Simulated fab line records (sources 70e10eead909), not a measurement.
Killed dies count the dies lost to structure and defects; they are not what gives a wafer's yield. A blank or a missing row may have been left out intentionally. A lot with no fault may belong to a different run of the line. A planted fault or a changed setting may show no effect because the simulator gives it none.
Which of the tools did it? + flow nand-harc + 12 lots, 36 wafers sampled, at 6 steps of a route of 1302

## WHAT THE GAUGES READ, wafer by wafer
NHARC_P_BONDPAD_CD_MEAS_13.
| lot  | measured     | on        | cd-nm (nm)        |
|------|--------------|-----------|-------------------|
| L075 | day 7 07:13  | cd-sem-02 | 501.0 497.7 496.7 |
| L077 | day 7 21:05  | cd-sem-03 | 499.5 501.9 498.7 |
| L079 | day 8 16:08  | cd-sem-01 | 500.4 497.4 499.4 |
| L081 | day 9 08:01  | cd-sem-02 | 501.8 500.0 500.5 |
| L083 | day 10 07:13 | cd-sem-02 | 502.0 497.8 497.5 |
| L085 | day 11 02:17 | cd-sem-02 | 502.5 502.5 500.8 |
| L087 | day 12 20:59 | cd-sem-02 | 502.1 498.8 499.9 |
| L089 | day 13 05:13 | cd-sem-01 | 502.2 503.0 499.7 |
| L091 | day 13 23:02 | cd-sem-01 | 498.4 498.6 498.1 |
| L093 | day 14 13:55 | cd-sem-03 | 502.4 501.1 501.7 |
| L095 | day 15 12:45 | cd-sem-03 | 496.6 500.6 500.1 |
| L097 | day 16 04:28 | cd-sem-03 | 497.8 499.6 500.2 |

## TOOL THAT RAN EACH LOT (tool first, then ch and the chambers of the sampled wafers, then the start)
| lot  | NHARC_P_STI_DESCUM_14              | NHARC_P_GATE_STRIP_113               | NHARC_P_CONTACT_ETCH_35            | NHARC_P_M0_PVD_21                       | NHARC_P_M1_ETCH_15                            |
|------|------------------------------------|--------------------------------------|------------------------------------|-----------------------------------------|-----------------------------------------------|
| L075 | rie-diel-06 ch 1,2,3, day 3 10:56  | plasma-asher-01 ch 0,1, day 6 09:34  | rie-diel-08 ch 0,2, day 6 14:03    | pvd-sputter-01, day 7 07:13 or earlier  | rie-diel-07 ch 2,3, day 7 07:13 or earlier    |
| L077 | rie-diel-06 ch 0,1, day 4 03:15    | plasma-asher-01 ch 0,1, day 6 23:49  | rie-diel-05 ch 0,1,3, day 7 03:59  | pvd-sputter-02, day 7 21:05 or earlier  | rie-diel-07 ch 0,2,3, day 7 21:05 or earlier  |
| L079 | rie-diel-06 ch 0,1,2, day 4 21:06  | plasma-asher-02 ch 0,1, day 7 18:09  | rie-diel-08 ch 0,3, day 7 22:49    | pvd-sputter-02, day 8 16:08 or earlier  | rie-diel-06 ch 0,1,3, day 8 16:08 or earlier  |
| L081 | rie-diel-01 ch 0,3, day 5 16:58    | plasma-asher-02 ch 0,1, day 8 10:11  | rie-diel-05 ch 0,1,3, day 8 14:48  | pvd-sputter-01, day 9 08:01 or earlier  | rie-diel-06 ch 1,2,3, day 9 08:01 or earlier  |
| L083 | rie-diel-07 ch 1,2, day 6 17:25    | plasma-asher-02 ch 0,1, day 9 09:40  | rie-diel-08 ch 0,3, day 9 14:07    | pvd-sputter-01, day 10 07:13 or earlier | rie-diel-07 ch 1,2, day 10 07:13 or earlier   |
| L085 | rie-diel-01 ch 1,3, day 7 09:27    | plasma-asher-01 ch 0,1, day 10 05:04 | rie-diel-03 ch 0,1,2, day 10 09:29 | pvd-sputter-03, day 11 02:17 or earlier | rie-diel-11 ch 0,1,3, day 11 02:17 or earlier |
| L087 | rie-diel-06 ch 1,2,3, day 8 06:32  | plasma-asher-01 ch 0,1, day 11 23:02 | rie-diel-03 ch 0,2, day 12 03:07   | pvd-sputter-03, day 12 20:59 or earlier | rie-diel-07 ch 0,3, day 12 20:59 or earlier   |
| L089 | rie-diel-01 ch 0,1,3, day 9 02:26  | plasma-asher-01 ch 0,1, day 12 07:27 | rie-diel-05 ch 1,3, day 12 11:54   | pvd-sputter-01, day 13 05:13 or earlier | rie-diel-07 ch 1,2, day 13 05:13 or earlier   |
| L091 | rie-diel-01 ch 0,1,2, day 9 21:51  | plasma-asher-02 ch 0,1, day 13 01:47 | rie-diel-08 ch 0,1,3, day 13 05:58 | pvd-sputter-01, day 13 23:02 or earlier | rie-diel-06 ch 0,1,3, day 13 23:02 or earlier |
| L093 | rie-diel-07 ch 1,2,3, day 10 20:28 | plasma-asher-01 ch 0,1, day 13 16:37 | rie-diel-03 ch 1,3, day 13 20:40   | pvd-sputter-02, day 14 13:55 or earlier | rie-diel-11 ch 0,1,2, day 14 13:55 or earlier |
| L095 | rie-diel-01 ch 0,1, day 11 16:42   | plasma-asher-01 ch 0,1, day 14 14:47 | rie-diel-03 ch 0,1,2, day 14 19:14 | pvd-sputter-01, day 15 12:45 or earlier | rie-diel-07 ch 0,2,3, day 15 12:45 or earlier |
| L097 | rie-diel-01 ch 0,1,3, day 12 09:56 | plasma-asher-02 ch 0,1, day 15 06:49 | rie-diel-03 ch 0,2, day 15 11:01   | pvd-sputter-02, day 16 04:28 or earlier | rie-diel-07 ch 0,1,2, day 16 04:28 or earlier |
- NHARC_P_STI_DESCUM_14: chemistry O2, time 3 s.
- NHARC_P_GATE_STRIP_113: strips in N2/H2, time 740 s.
- NHARC_P_CONTACT_ETCH_35: etches the open film in CF4, target depth 39 nm, time 65 s.
- NHARC_P_M0_PVD_21: deposits Cu, target thk 30 nm, time 20.49 s.
- NHARC_P_M1_ETCH_15: etches the open film in C4F8/Ar, target depth 182.5 nm, time 91.2 s.

## THE ANSWER, worked out from the rows above alone
Rule: the lots themselves supply what counts as usual. Put in order of their means at a reading, lots are off if they are a third of the lots or fewer, leave a main group of 4 or more, and stand apart from it by a gap of 3 or more times the standard deviation of the main group's means; of several such gaps the widest counts. Not used: any main group whose means are identical at the precision the tables above print for the reading. Also off: a lot with no number at a reading for which 4 or more lots have one. Any other lot the step has rows for is counted as sound.
None of the lots is off at any reading shown; this tells nothing.

## WHAT WAS PUT IN BY THE SIMULATOR
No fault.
